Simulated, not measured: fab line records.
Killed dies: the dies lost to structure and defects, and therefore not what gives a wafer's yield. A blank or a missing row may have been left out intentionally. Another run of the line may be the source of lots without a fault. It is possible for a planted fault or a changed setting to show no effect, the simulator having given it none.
fab line records    flow n5-finfet
[record] lots = 24  wafers = 72  last-day = 18
route steps=1938 shown BEOL_M12@1614 BEOL_M13@1690 BEOL_M14@1716
lots that met no fault: from a run of the same line without faults
start-h: the number of hours between the record's first day and the start of the first shown wafer of the lot    wait-h: hours from the lot's prior step to this one    " repeats the value in the row above    L1.1+2: several wafers, shown together as one row    - either no value or no given start    * or withheld: withheld    < > ~ a bound
route shown NAME@n: a module of which the file shows steps, and the number in the route of the first    usual: mean/standard deviation of fault-free wafers    same: alike in all rows    chamber/n: place in a boat    sites: per-site readings    _std_site: the standard deviation of these    _edge_site: mean of outer sites minus mean of inner sites    radius-mm: how far each site lies from the wafer's centre    mask NAME#n: copy n    behind: the tool/chamber that last shaped the wafer    hold: cause of the lot's hold/its duration in hours/its outcome    device: the n, p or np transistor that did not switch    end of line: the tests these same wafers got at the end of their route    where a step has no rows: the recipe by itself    killed: count of dies lost to structure and defects at first sort (not the wafer's yield)    map: the dies of a wafer, with x for killed, . for not killed, _ for no die there
set.NAME: setting as actually run; set.NAME@STEP: the setting as run at that earlier step    model.NAME: the simulator's own value behind a step, which no gauge read
route steps across a sampled set of lots; one table per step, one row per wafer
services: from which hour (start-h, from the record's first day; less than 0 if before it) a tool's chamber was out of use, for how many hours, and why
[[steps]]
[step N5_BEOL_M12_INSPECT_12]
[recipe] mode = adi  inspect-instrument = macro
[usual] raw-defect-count = 2.0/1.4
lot.wafer  tool               chamber  start-h  wait-h  raw-defect-count
L074.3     defect-inspect-02  -        241.58   0.0     1
L074.4     "                  -        "        "       3
L074.6     "                  -        "        "       1
L076.1     defect-inspect-02  -        254.91   0.0     1
L076.4     "                  -        "        "       3
L076.6     "                  -        "        "       0
L075.1     defect-inspect-02  -        258.98   0.0     3
L075.3     "                  -        "        "       2
L075.5     "                  -        "        "       4
L077.3     defect-inspect-01  -        275.03   0.0     2
L077.4     "                  -        "        "       1
L077.6     "                  -        "        "       0
L078.2     defect-inspect-01  -        276.56   0.0     0
L078.3     "                  -        "        "       1
L078.6     "                  -        "        "       5
L079.1     defect-inspect-02  -        277.34   0.0     2
L079.4     "                  -        "        "       3
L079.6     "                  -        "        "       0
L080.4     defect-inspect-01  -        284.19   0.0     1
L080.5     "                  -        "        "       0
L080.6     "                  -        "        "       4
L082.2     defect-inspect-02  -        292.27   0.0     2
L082.4     "                  -        "        "       1
L082.5     "                  -        "        "       1
L081.3     defect-inspect-02  -        292.43   0.0     1
L081.5     "                  -        "        "       1
L081.6     "                  -        "        "       4
L083.1     defect-inspect-02  -        296.57   0.0     1
L083.4     "                  -        "        "       1
L083.6     "                  -        "        "       5
L084.1     defect-inspect-01  -        300.59   0.0     2
L084.4     "                  -        "        "       1
L084.6     "                  -        "        "       2
L085.1     defect-inspect-02  -        308.83   0.0     2
L085.2     "                  -        "        "       2
L085.3     "                  -        "        "       1
L087.1     defect-inspect-02  -        317.40   0.0     1
L087.3     "                  -        "        "       1
L087.5     "                  -        "        "       4
L086.2     defect-inspect-01  -        322.70   0.0     1
L086.3     "                  -        "        "       2
L086.4     "                  -        "        "       3
L090.1     defect-inspect-01  -        333.11   0.0     4
L090.3     "                  -        "        "       2
L090.6     "                  -        "        "       3
L089.1     defect-inspect-02  -        334.00   0.0     1
L089.5     "                  -        "        "       0
L089.6     "                  -        "        "       3
L088.1     defect-inspect-01  -        338.88   0.0     1
L088.4     "                  -        "        "       5
L088.5     "                  -        "        "       1
L092.1     defect-inspect-02  -        352.70   0.0     2
L092.2     "                  -        "        "       0
L092.3     "                  -        "        "       2
L093.1     defect-inspect-02  -        354.33   0.0     4
L093.3     "                  -        "        "       0
L093.4     "                  -        "        "       1
L091.1     defect-inspect-02  -        367.27   0.0     0
L091.2     "                  -        "        "       1
L091.4     "                  -        "        "       2
L096.3     defect-inspect-01  -        372.28   0.0     3
L096.5     "                  -        "        "       1
L096.6     "                  -        "        "       5
L094.3     defect-inspect-01  -        372.32   0.0     2
L094.4     "                  -        "        "       3
L094.6     "                  -        "        "       1
L095.2     defect-inspect-02  -        380.46   0.0     2
L095.5     "                  -        "        "       2
L095.6     "                  -        "        "       2
L097.2     defect-inspect-02  -        384.45   0.0     4
L097.3     "                  -        "        "       0
L097.5     "                  -        "        "       2
[step N5_BEOL_M12_INSPECT_30]
[recipe] mode = adi  inspect-instrument = macro
[usual] raw-defect-count = 1.9/1.4
lot.wafer  tool               chamber  start-h  wait-h  raw-defect-count
L074.3     defect-inspect-02  -        242.50   0.0     2
L074.4     "                  -        "        "       1
L074.6     "                  -        "        "       0
L076.1     defect-inspect-01  -        255.83   0.0     2
L076.4     "                  -        "        "       5
L076.6     "                  -        "        "       2
L075.1     defect-inspect-02  -        260.17   0.0     1
L075.3     "                  -        "        "       3
L075.5     "                  -        "        "       1
L077.3     defect-inspect-02  -        275.94   0.0     3
L077.4     "                  -        "        "       4
L077.6     "                  -        "        "       0
L078.2     defect-inspect-01  -        277.95   0.0     1
L078.3     "                  -        "        "       4
L078.6     "                  -        "        "       2
L079.1     defect-inspect-02  -        278.58   0.0     2
L079.4     "                  -        "        "       4
L079.6     "                  -        "        "       2
L080.4     defect-inspect-02  -        285.23   0.0     4
L080.5     "                  -        "        "       1
L080.6     "                  -        "        "       2
L082.2     defect-inspect-01  -        293.33   0.0     1
L082.4     "                  -        "        "       0
L082.5     "                  -        "        "       4
L081.3     defect-inspect-01  -        293.70   0.0     2
L081.5     "                  -        "        "       3
L081.6     "                  -        "        "       1
L083.1     defect-inspect-02  -        297.60   0.0     3
L083.4     "                  -        "        "       1
L083.6     "                  -        "        "       4
L084.1     defect-inspect-01  -        303.65   0.0     2
L084.4     "                  -        "        "       1
L084.6     "                  -        "        "       1
L085.1     defect-inspect-02  -        309.90   0.0     0
L085.2     "                  -        "        "       1
L085.3     "                  -        "        "       2
L087.1     defect-inspect-02  -        318.31   0.0     3
L087.3     "                  -        "        "       1
L087.5     "                  -        "        "       1
L086.2     defect-inspect-01  -        323.81   0.0     2
L086.3     "                  -        "        "       2
L086.4     "                  -        "        "       4
L090.1     defect-inspect-02  -        334.16   0.0     3
L090.3     "                  -        "        "       5
L090.6     "                  -        "        "       3
L089.1     defect-inspect-01  -        334.91   0.0     2
L089.5     "                  -        "        "       1
L089.6     "                  -        "        "       1
L088.1     defect-inspect-02  -        339.80   0.0     2
L088.4     "                  -        "        "       1
L088.5     "                  -        "        "       1
L092.1     defect-inspect-02  -        353.74   0.0     1
L092.2     "                  -        "        "       1
L092.3     "                  -        "        "       1
L093.1     defect-inspect-02  -        355.24   0.0     5
L093.3     "                  -        "        "       4
L093.4     "                  -        "        "       1
L091.1     defect-inspect-01  -        368.31   0.0     2
L091.2     "                  -        "        "       4
L091.4     "                  -        "        "       3
L096.3     defect-inspect-01  -        373.37   0.0     1
L096.5     "                  -        "        "       1
L096.6     "                  -        "        "       0
L094.3     defect-inspect-01  -        373.77   0.0     4
L094.4     "                  -        "        "       2
L094.6     "                  -        "        "       1
L095.2     defect-inspect-01  -        381.49   0.0     2
L095.5     "                  -        "        "       2
L095.6     "                  -        "        "       4
L097.2     defect-inspect-01  -        385.59   0.0     2
L097.3     "                  -        "        "       0
L097.5     "                  -        "        "       0
[step N5_BEOL_M12_CMP_49]
[recipe] stop-on = SiOC  t-overpolish-s = 20.6  down-force-psi = 1  platen-rpm = 50  clearing-platen-down-force-psi = 1.5  clearing-platen-rpm = 50  post-cmp-clean = cu-alkaline  target-thk-nm = 320  clearing-platen-pad-velocity-m-s = 0.99484  pad-velocity-m-s = 0.99484
[usual] barrier-field-endpoint-s = 29.9/0.84  clearing-platen-down-force-psi = 1.5001/0.003  motor-current-A = 5.7/0.8  overpolish-run-s = 20.601/0.0091
lot.wafer  tool    chamber  start-h  wait-h  barrier-field-endpoint-s  clearing-platen-down-force-psi  motor-current-A  overpolish-run-s
L074.4     cmp-03  3        244.73   0.2     30.3                      1.4990                          5.8              20.595
L074.3     "       0        "        "       30.0                      1.5008                          7.1              20.589
L074.6     "       3        "        "       30.1                      1.4956                          5.6              20.592
L076.1     cmp-01  3        258.85   0.3     31.0                      1.4982                          4.9              20.597
L076.4     "       0        "        "       30.3                      1.5007                          6.0              20.611
L076.6     "       2        "        "       29.4                      1.5007                          4.9              20.612
L075.3     cmp-04  1        263.96   0.2     31.0                      1.5004                          4.5              20.598
L075.1     "       3        "        "       28.4                      1.5039                          5.9              20.611
L075.5     "       1        "        "       30.8                      1.5038                          4.6              20.596
L077.4     cmp-03  1        278.64   0.2     30.1                      1.5042                          5.7              20.609
L077.3     "       2        "        "       28.9                      1.5020                          6.2              20.593
L077.6     "       0        "        "       30.1                      1.4953                          7.3              20.613
L078.3     cmp-04  1        282.83   0.3     31.1                      1.5007                          4.4              20.601
L078.2     "       0        "        "       30.9                      1.5058                          5.6              20.604
L078.6     "       2        "        "       29.6                      1.5029                          5.4              20.596
L079.1     cmp-01  0        283.49   0.3     31.5                      1.5006                          6.3              20.586
L079.4     "       3        "        "       31.5                      1.5008                          5.2              20.586
L079.6     "       0        "        "       31.3                      1.5034                          6.6              20.605
L080.4     cmp-01  0        289.66   0.4     30.6                      1.4984                          6.3              20.598
L080.5     "       3        "        "       31.0                      1.4997                          5.4              20.597
L080.6     "       0        "        "       30.4                      1.5060                          6.2              20.596
L082.2     cmp-01  2        299.97   0.2     29.4                      1.4994                          4.9              20.603
L082.4     "       0        "        "       30.9                      1.4942                          6.2              20.592
L082.5     "       3        "        "       31.3                      1.4989                          4.9              20.617
L081.3     cmp-03  1        300.93   0.2     30.1                      1.5010                          5.8              20.597
L081.6     "       0        "        "       30.3                      1.5050                          7.6              20.611
L081.5     "       1        "        "       30.2                      1.5030                          6.1              20.595
L083.1     cmp-04  1        301.95   0.3     29.3                      1.4991                          4.5              20.607
L083.4     "       2        "        "       29.9                      1.4974                          5.8              20.607
L083.6     "       1        "        "       29.8                      1.5018                          4.5              20.597
L084.1     cmp-04  1        305.80   0.3     29.5                      1.5053                          4.7              20.612
L084.4     "       0        "        "       29.8                      1.4997                          5.8              20.597
L084.6     "       1        "        "       29.5                      1.5027                          4.8              20.603
L085.3     cmp-01  0        313.18   0.2     30.9                      1.4965                          5.9              20.594
L085.1     "       1        "        "       30.2                      1.4963                          6.4              20.603
L085.2     "       3        "        "       30.9                      1.5019                          5.3              20.603
L087.1     cmp-01  1        321.36   0.3     29.8                      1.5013                          6.2              20.604
L087.3     "       0        "        "       30.5                      1.5004                          6.3              20.566
L087.5     "       1        "        "       30.2                      1.5006                          6.9              20.616
L086.4     cmp-01  1        326.92   0.1     29.6                      1.4972                          6.5              20.608
L086.3     "       3        "        "       30.6                      1.5011                          5.3              20.607
L086.2     "       0        "        "       29.6                      1.5027                          6.3              20.597
L090.1     cmp-01  3        339.05   0.3     29.9                      1.5000                          5.3              20.604
L090.3     "       0        "        "       32.1                      1.5025                          6.2              20.594
L090.6     "       3        "        "       29.8                      1.4992                          5.1              20.599
L089.1     cmp-03  1        339.11   0.4     31.1                      1.4945                          5.8              20.594
L089.6     "       2        "        "       29.7                      1.4988                          6.4              20.588
L089.5     "       3        "        "       30.9                      1.5009                          5.8              20.600
L088.1     cmp-04  2        342.27   0.3     28.2                      1.4958                          5.7              20.597
L088.4     "       3        "        "       27.6                      1.5005                          5.9              20.588
L088.5     "       0        "        "       29.1                      1.4996                          6.0              20.596
L092.1     cmp-03  1        355.60   0.3     30.8                      1.4984                          6.0              20.589
L092.3     "       2        "        "       30.7                      1.4960                          6.4              20.615
L092.2     "       3        "        "       32.1                      1.5041                          5.8              20.596
L093.1     cmp-01  0        357.98   0.3     30.5                      1.5018                          6.1              20.598
L093.3     "       1        "        "       30.1                      1.5035                          6.7              20.627
L093.4     "       2        "        "       29.2                      1.5033                          4.7              20.591
L091.1     cmp-01  1        372.24   0.3     30.3                      1.4957                          6.8              20.591
L091.4     "       3        "        "       30.4                      1.5009                          5.0              20.589
L091.2     "       0        "        "       30.4                      1.5013                          6.0              20.592
L096.3     cmp-01  2        375.39   0.2     29.4                      1.5017                          4.7              20.607
L096.6     "       2        "        "       29.2                      1.5006                          4.6              20.590
L096.5     "       3        "        "       30.0                      1.4967                          4.8              20.601
L094.3     cmp-01  1        378.12   0.2     29.2                      1.5037                          6.3              20.608
L094.4     "       3        "        "       29.9                      1.4964                          5.0              20.607
L094.6     "       2        "        "       28.4                      1.4982                          4.8              20.602
L095.2     cmp-04  3        384.48   0.3     27.8                      1.4972                          6.2              20.605
L095.6     "       1        "        "       29.6                      1.5008                          4.5              20.600
L095.5     "       2        "        "       29.2                      1.5031                          5.6              20.589
L097.2     cmp-04  2        389.06   0.3     29.9                      1.5019                          5.6              20.614
L097.3     "       3        "        "       28.1                      1.4986                          5.8              20.595
L097.5     "       0        "        "       30.1                      1.5005                          5.9              20.602
[step N5_BEOL_M13_OVL_MEAS_29]
[recipe] points-per-wafer = 44
[usual] M13_OVL = 1/5.3
lot.wafer  tool        chamber  start-h  wait-h  M13_OVL[nm]
L074.3     overlay-01  0        246.95   0.0     -2
L074.4     "           0        "        "       2
L074.6     "           0        "        "       -1
L076.1     overlay-02  0        260.82   0.0     -10
L076.4     "           0        "        "       7
L076.6     "           0        "        "       -1
L075.1     overlay-02  0        265.99   0.0     11
L075.3     "           0        "        "       4
L075.5     "           0        "        "       11
L077.3     overlay-02  0        280.51   0.0     6
L077.4     "           0        "        "       4
L077.6     "           0        "        "       3
L078.2     overlay-02  0        284.99   0.0     -4
L078.3     "           0        "        "       1
L078.6     "           0        "        "       -1
L079.1     overlay-02  0        285.53   0.0     5
L079.4     "           0        "        "       6
L079.6     "           0        "        "       2
L080.4     overlay-02  0        291.53   0.0     8
L080.5     "           0        "        "       12
L080.6     "           0        "        "       5
L082.2     overlay-02  0        302.06   0.0     -5
L082.4     "           0        "        "       -1
L082.5     "           0        "        "       -3
L081.3     overlay-02  0        302.84   0.0     -5
L081.5     "           0        "        "       9
L081.6     "           0        "        "       1
L083.1     overlay-02  0        304.13   0.0     7
L083.4     "           0        "        "       2
L083.6     "           0        "        "       7
L084.1     overlay-01  0        307.87   0.0     2
L084.4     "           0        "        "       0
L084.6     "           0        "        "       1
L085.1     overlay-02  0        315.22   0.0     1
L085.2     "           0        "        "       -1
L085.3     "           0        "        "       -5
L087.1     overlay-02  0        323.67   0.0     -11
L087.3     "           0        "        "       -4
L087.5     "           0        "        "       -8
L086.2     overlay-02  0        329.09   0.0     -12
L086.3     "           0        "        "       -7
L086.4     "           0        "        "       -5
L089.1     overlay-01  0        340.91   0.0     -6
L089.5     "           0        "        "       0
L089.6     "           0        "        "       -8
L090.1     overlay-01  0        341.39   0.0     3
L090.3     "           0        "        "       6
L090.6     "           0        "        "       -3
L088.1     overlay-01  0        345.16   0.0     -9
L088.4     "           0        "        "       -1
L088.5     "           0        "        "       -8
L092.1     overlay-02  0        358.16   0.0     -1
L092.2     "           0        "        "       7
L092.3     "           0        "        "       10
L093.1     overlay-02  0        360.14   0.0     -3
L093.3     "           0        "        "       -6
L093.4     "           0        "        "       -3
L091.1     overlay-01  0        374.42   0.1     5
L091.2     "           0        "        "       -4
L091.4     "           0        "        "       -11
L096.3     overlay-02  0        377.67   0.0     6
L096.5     "           0        "        "       4
L096.6     "           0        "        "       2
L094.3     overlay-01  0        380.15   0.0     4
L094.4     "           0        "        "       4
L094.6     "           0        "        "       7
L095.2     overlay-02  0        386.44   0.0     3
L095.5     "           0        "        "       1
L095.6     "           0        "        "       0
L097.2     overlay-01  0        391.24   0.0     1
L097.3     "           0        "        "       4
L097.5     "           0        "        "       10
[step N5_BEOL_M13_CMP_49]
[recipe] stop-on = SiOC  t-overpolish-s = 17.1  down-force-psi = 1  platen-rpm = 50  clearing-platen-down-force-psi = 1.5  clearing-platen-rpm = 50  post-cmp-clean = cu-alkaline  target-thk-nm = 420  clearing-platen-pad-velocity-m-s = 0.99484  pad-velocity-m-s = 0.99484
[usual] barrier-field-endpoint-s = 30.6/0.88  clearing-platen-down-force-psi = 1.5005/0.003  motor-current-A = 6.1/0.79  overpolish-run-s = 17.100/0.0085
lot.wafer  tool    chamber  start-h  wait-h  barrier-field-endpoint-s  clearing-platen-down-force-psi  motor-current-A  overpolish-run-s
L074.3     cmp-01  1        251.60   0.2     29.4                      1.5039                          6.6              17.091
L074.4     "       2        "        "       29.4                      1.4988                          4.6              17.114
L074.6     "       3        "        "       30.0                      1.5059                          5.1              17.105
L076.4     cmp-03  1        264.57   0.2     30.7                      1.4996                          5.6              17.118
L076.1     "       2        "        "       30.3                      1.5002                          6.3              17.101
L076.6     "       3        "        "       30.8                      1.5036                          5.6              17.097
L075.3     cmp-02  0        270.05   0.3     30.3                      1.5014                          6.6              17.097
L075.1     "       1        "        "       31.1                      1.5043                          7.0              17.103
L075.5     "       2        "        "       29.9                      1.4992                          6.1              17.098
L077.3     cmp-02  0        284.05   0.3     31.4                      1.5024                          6.1              17.092
L077.4     "       1        "        "       31.9                      1.5036                          7.4              17.111
L077.6     "       3        "        "       31.9                      1.5013                          6.0              17.087
L078.3     cmp-01  3        290.61   0.2     30.4                      1.4967                          4.9              17.110
L078.2     "       0        "        "       31.5                      1.5035                          6.1              17.095
L078.6     "       1        "        "       29.4                      1.5036                          6.6              17.097
L079.1     cmp-01  3        291.86   0.5     31.7                      1.5022                          5.2              17.112
L079.4     "       1        "        "       30.2                      1.4941                          6.6              17.100
L079.6     "       3        "        "       32.6                      1.4972                          5.1              17.087
L080.4     cmp-02  3        294.01   0.3     31.7                      1.4923                          6.1              17.101
L080.6     "       0        "        "       30.0                      1.4995                          6.5              17.089
L080.5     "       1        "        "       30.9                      1.5014                          7.2              17.110
L082.4     cmp-01  0        306.60   0.2     31.4                      1.4943                          6.1              17.093
L082.2     "       1        "        "       29.4                      1.5015                          6.3              17.104
L082.5     "       0        "        "       30.5                      1.4966                          6.3              17.102
L081.3     cmp-01  2        307.62   0.2     29.8                      1.5002                          4.8              17.099
L081.6     "       1        "        "       29.8                      1.5007                          6.5              17.121
L081.5     "       2        "        "       29.7                      1.5023                          4.7              17.105
L083.1     cmp-02  0        311.12   0.3     30.2                      1.5075                          6.7              17.095
L083.4     "       2        "        "       29.8                      1.5004                          6.2              17.093
L083.6     "       1        "        "       31.1                      1.4992                          7.7              17.078
L084.4     cmp-03  1        312.23   0.1     30.0                      1.4979                          5.9              17.100
L084.1     "       2        "        "       30.1                      1.5035                          6.8              17.095
L084.6     "       1        "        "       30.2                      1.5017                          5.7              17.111
L085.3     cmp-01  1        323.26   0.2     29.6                      1.4989                          6.6              17.106
L085.1     "       2        "        "       30.0                      1.5040                          4.8              17.094
L085.2     "       3        "        "       31.2                      1.4996                          5.0              17.100
L087.3     cmp-01  2        325.55   0.2     30.2                      1.5007                          4.7              17.109
L087.1     "       3        "        "       31.9                      1.5058                          5.2              17.113
L087.5     "       2        "        "       29.5                      1.4999                          5.1              17.109
L086.3     cmp-01  0        332.80   0.2     32.2                      1.5039                          6.2              17.077
L086.4     "       1        "        "       30.5                      1.5001                          6.8              17.107
L086.2     "       3        "        "       31.8                      1.5041                          5.1              17.108
L089.1     cmp-02  2        343.75   0.3     29.0                      1.5009                          6.1              17.104
L089.5     "       0        "        "       29.4                      1.4993                          6.3              17.108
L089.6     "       1        "        "       31.6                      1.5038                          7.9              17.102
L090.1     cmp-01  0        343.95   0.3     32.9                      1.4998                          6.3              17.096
L090.3     "       1        "        "       30.9                      1.5007                          6.6              17.122
L090.6     "       0        "        "       31.6                      1.4987                          6.2              17.097
L088.4     cmp-03  1        347.69   0.1     29.8                      1.4963                          5.6              17.120
L088.1     "       0        "        "       29.3                      1.5032                          7.4              17.112
L088.5     "       2        "        "       28.8                      1.5029                          6.0              17.107
L092.3     cmp-03  1        361.74   0.2     31.1                      1.5039                          5.7              17.101
L092.1     "       2        "        "       30.7                      1.4961                          6.7              17.105
L092.2     "       3        "        "       30.7                      1.4972                          5.9              17.089
L093.3     cmp-01  3        368.11   0.2     30.1                      1.5035                          5.0              17.088
L093.4     "       0        "        "       30.4                      1.4979                          6.0              17.103
L093.1     "       1        "        "       29.7                      1.5046                          6.6              17.111
L091.1     cmp-03  0        379.08   0.3     30.4                      1.4994                          7.6              17.106
L091.2     "       1        "        "       31.7                      1.4983                          6.0              17.113
L091.4     "       3        "        "       30.6                      1.5013                          5.5              17.091
L094.3     cmp-02  1        382.63   0.3     30.4                      1.5053                          7.5              17.089
L094.4     "       2        "        "       29.4                      1.4997                          5.9              17.098
L094.6     "       0        "        "       30.5                      1.4995                          6.6              17.096
L096.3     cmp-03  3        382.63   0.3     32.0                      1.5023                          5.5              17.111
L096.6     "       0        "        "       31.0                      1.4998                          7.0              17.090
L096.5     "       1        "        "       30.8                      1.5024                          5.6              17.094
L095.2     cmp-01  2        388.75   0.2     29.7                      1.4993                          4.8              17.095
L095.5     "       1        "        "       29.9                      1.4995                          6.6              17.091
L095.6     "       2        "        "       30.7                      1.5006                          4.8              17.103
L097.3     cmp-01  2        394.19   0.2     30.7                      1.4985                          5.2              17.100
L097.2     "       1        "        "       30.6                      1.4968                          6.8              17.108
L097.5     "       2        "        "       30.3                      1.4973                          4.9              17.092
[step N5_BEOL_M14_ILD_DEP_00]
[recipe] material = SiO2  target-thk-a = 11193  temp-c = 400  precursor = TEOS/O2  pressure-torr = 6.5  rf-w = 900  teos-flow-sccm = 161.4  gas = O2  flow-sccm = 2650  time-s = 237.4
[usual] heater-power-w = 535/150  showerhead-plenum-p-Torr = 8.36/0.033  showerhead-vpp-V = 1871/86  throttle-valve-pct = 18.2/0.61
[same] time-s = 237.4
lot.wafer  tool      chamber  start-h  wait-h  heater-power-w  showerhead-plenum-p-Torr  showerhead-vpp-V  throttle-valve-pct
L074.3     pecvd-02  2        252.01   0.0     661             8.35                      1843              17.6
L074.4     "         1        "        "       618             8.36                      1879              18.1
L074.6     "         2        "        "       699             8.36                      1843              17.3
L076.1     pecvd-01  2        264.98   0.0     406             8.32                      1689              19.3
L076.4     "         0        "        "       660             8.31                      1936              18.7
L076.6     "         2        "        "       487             8.35                      1705              19.2
L075.1     pecvd-02  2        270.46   0.0     636             8.38                      1847              17.5
L075.3     "         0        "        "       377             8.39                      1961              17.2
L075.5     "         1        "        "       623             8.34                      1871              18.2
L077.3     pecvd-02  0        284.49   0.0     364             8.41                      1958              17.3
L077.4     "         2        "        "       547             8.37                      1831              17.8
L077.6     "         1        "        "       626             8.36                      1877              18.3
L078.2     pecvd-01  2        291.02   0.0     411             8.30                      1669              19.6
L078.3     "         0        "        "       734             8.33                      1928              18.3
L078.6     "         2        "        "       482             8.33                      1735              19.1
L079.1     pecvd-04  1        292.35   0.0     407             8.36                      1788              18.7
L079.4     "         1        "        "       454             8.35                      1765              18.7
L079.6     "         2        "        "       660             8.29                      1960              18.1
L080.4     pecvd-01  0        294.75   0.1     818             8.32                      1942              18.6
L080.5     "         1        "        "       270             8.37                      1774              18.8
L080.6     "         2        "        "       490             8.33                      1705              19.4
L082.2     pecvd-01  1        307.05   0.0     400             8.37                      1769              18.6
L082.4     "         1        "        "       278             8.35                      1757              18.5
L082.5     "         1        "        "       337             8.39                      1787              18.4
L081.3     pecvd-01  0        308.14   0.1     829             8.33                      1881              18.9
L081.5     "         0        "        "       674             8.31                      1913              18.9
L081.6     "         1        "        "       338             8.37                      1773              18.5
L083.1     pecvd-01  0        311.61   0.0     767             8.33                      1937              18.7
L083.4     "         1        "        "       358             8.38                      1789              18.4
L083.6     "         1        "        "       375             8.40                      1744              18.6
L084.1     pecvd-02  1        312.72   0.0     609             8.38                      1889              18.3
L084.4     "         0        "        "       411             8.40                      1992              17.3
L084.6     "         1        "        "       642             8.36                      1890              18.3
L085.1     pecvd-01  0        323.77   0.0     733             8.32                      1915              18.6
L085.2     "         1        "        "       362             8.38                      1816              18.5
L085.3     "         2        "        "       433             8.32                      1688              19.1
L087.1     pecvd-04  0        326.04   0.0     561             8.33                      1859              18.7
L087.3     "         1        "        "       448             8.35                      1814              18.7
L087.5     "         2        "        "       747             8.28                      2018              18.1
L086.2     pecvd-02  0        333.29   0.0     415             8.39                      1931              17.2
L086.3     "         2        "        "       722             8.36                      1845              17.8
L086.4     "         0        "        "       301             8.38                      1958              17.3
L089.1     pecvd-02  0        344.17   0.0     404             8.41                      1992              17.2
L089.5     "         1        "        "       640             8.35                      1908              18.3
L089.6     "         2        "        "       543             8.36                      1899              18.0
L090.1     pecvd-02  0        344.43   0.0     312             8.41                      1961              17.2
L090.3     "         1        "        "       604             8.34                      1892              18.3
L090.6     "         2        "        "       548             8.39                      1866              18.0
L088.1     pecvd-04  0        348.17   0.0     488             8.34                      1833              18.6
L088.4     "         1        "        "       494             8.35                      1788              18.5
L088.5     "         2        "        "       677             8.28                      2003              18.4
L092.1     pecvd-02  1        362.22   0.0     637             8.37                      1888              18.4
L092.2     "         2        "        "       635             8.37                      1878              17.7
L092.3     "         0        "        "       418             8.42                      1990              17.3
L093.1     pecvd-02  0        368.60   0.0     401             8.42                      1932              17.3
L093.3     "         2        "        "       697             8.36                      1858              17.7
L093.4     "         1        "        "       499             8.38                      1899              18.3
L091.1     pecvd-04  2        379.56   0.0     728             8.29                      2029              18.3
L091.2     "         1        "        "       432             8.35                      1759              18.9
L091.4     "         0        "        "       526             8.30                      1851              18.9
L096.3     pecvd-02  1        383.00   0.0     580             8.35                      1851              18.4
L096.5     "         1        "        "       649             8.36                      1907              17.9
L096.6     "         2        "        "       558             8.37                      1871              17.8
L094.3     pecvd-01  0        383.04   0.0     711             8.32                      1936              18.6
L094.4     "         0        "        "       807             8.30                      1909              19.0
L094.6     "         1        "        "       280             8.37                      1758              18.6
L095.2     pecvd-02  0        389.20   0.0     304             8.41                      1968              17.4
L095.5     "         0        "        "       366             8.42                      1967              17.4
L095.6     "         2        "        "       667             8.36                      1870              17.8
L097.2     pecvd-02  1        394.70   0.0     647             8.35                      1920              18.4
L097.3     "         0        "        "       420             8.41                      1965              17.1
L097.5     "         2        "        "       546             8.35                      1882              17.6
[[services]]
tool      chamber  start-h  hours  kind
pecvd-02  -        237.05   4.3    pm
cmp-01    -        241.18   2.2    pm
cmp-01    -        243.90   4.0    pm
cmp-02    -        248.06   0.8    repair
cmp-04    -        248.72   3.4    repair
cmp-02    -        252.76   2.7    repair
pecvd-01  -        259.73   2.9    repair
cmp-01    -        260.80   0.8    repair
cmp-02    -        263.10   2.0    repair
cmp-04    -        269.35   4.0    pm
cmp-03    -        281.13   8.0    repair
cmp-04    -        284.46   6.0    pm
cmp-02    -        303.32   1.6    repair
cmp-02    -        307.52   0.3    repair
cmp-02    -        315.83   4.0    pm
cmp-02    -        319.83   4.8    pm
cmp-04    -        330.87   1.7    repair
pecvd-04  -        350.00   0.5    repair
cmp-03    -        350.24   3.0    pm
cmp-01    -        368.83   2.7    repair
cmp-03    -        373.46   4.0    pm
cmp-04    -        376.54   3.9    repair
pecvd-04  -        383.70   6.0    pm
cmp-02    -        387.01   1.0    repair
[[key]]
fault none
